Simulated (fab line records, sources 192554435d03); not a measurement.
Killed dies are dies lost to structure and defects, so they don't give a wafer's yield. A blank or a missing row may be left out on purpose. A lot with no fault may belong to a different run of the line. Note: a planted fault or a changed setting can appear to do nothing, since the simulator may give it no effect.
8D (eight disciplines) problem report, filled in by code + flow n5Finfet + the parts of the form that need people (team, actions taken, sign-off) are left out

1. PROBLEM STATEMENT
runLengthS at N5_BEOL_M5_CVD_47 reads a mean of 232.7 s on 6 wafers of 2 lots; wafers without a fault read 238.8 s with a standard deviation of 0.4. That puts it -15 standard deviations away from the usual mean.
The step: deposits Co from CCTBA/H2, target thk 3 nm, time 216 s.
Earliest sighting: wafer L368.3 on cvdCo-02 at day 9 16:46. The record has a number at this step for 33 wafers belonging to 11 lots. Rule for "out", or "out of limits": more than 4 standard deviations from the usual mean. The other wafers with a number count as sound.

2. WHAT IT IS, AND WHAT IT ISN'T
| question                    | is                     | is not                                                                                            |
|-----------------------------|------------------------|---------------------------------------------------------------------------------------------------|
| which readings at this step | runLengthS             | -                                                                                                 |
| which lots                  | L367, L368             | L361, L362, L365, L369, L378, L381, L382, L383, L384                                              |
| which wafers of those lots  | all that have a number | -                                                                                                 |
| read on which tools         | cvdCo-02               | cvdCo-01                                                                                          |
| when                        | from day 9 16:46       | up to then (9 sound wafers); but 18 sound wafers of L369, L378, L381, L382, L383, L384 came after |

3. WHAT RULES OUT EACH SUSPECT
Counting: a tool at a process step up to the reading stays a suspect if it ran every lot that is out and no sound lot after the first of them.
- pvdSputter-02 at N5_BEOL_M5_PRE_CLEAN_45 (time 30 s): ruled out as a lasting fault. Following L368 (day 9 14:34), the first lot on it that is out, the sound lots L384 were run on it.
- cvdCo-02 at N5_BEOL_M5_CVD_47 (deposits Co from CCTBA/H2, target thk 3 nm, time 216 s): ruled out as a lasting fault. Following L368 (day 9 16:46), the first lot on it that is out, the sound lots L381, L382, L383 were run on it.
Left after counting: nothing in the record.

4. THE CAUSE (what the simulator had put in)
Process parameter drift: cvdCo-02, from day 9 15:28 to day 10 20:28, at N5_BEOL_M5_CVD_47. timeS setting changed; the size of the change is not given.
Counting ruled it out, wrongly.

5. THE EFFECT CHAIN, in route order
Each row: a reading whose mean over the struck wafers that have a number lies more than 3 standard deviations from the usual. Only readings whose record carries a usual standard deviation are examined. hours: median over the lots of the time between each lot's start at the first step of this table that gives one and its start at this step. sigmas: the change, counted in usual standard deviations.
| hours | step              | reading    | usual   | on struck wafers | change | sigmas |
|-------|-------------------|------------|---------|------------------|--------|--------|
| 0     | N5_BEOL_M5_CVD_47 | runLengthS | 238.8 s | 232.7            | -6.1   | -15    |
Here are the process steps it includes:
- N5_BEOL_M5_CVD_47: deposits Co from CCTBA/H2, target thk 3 nm, time 216 s.

6. WHAT WOULD HAVE CAUGHT IT SOONER
In this record the first reading out of limits was taken at day 9 16:46, 1 hour after the fault began at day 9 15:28.
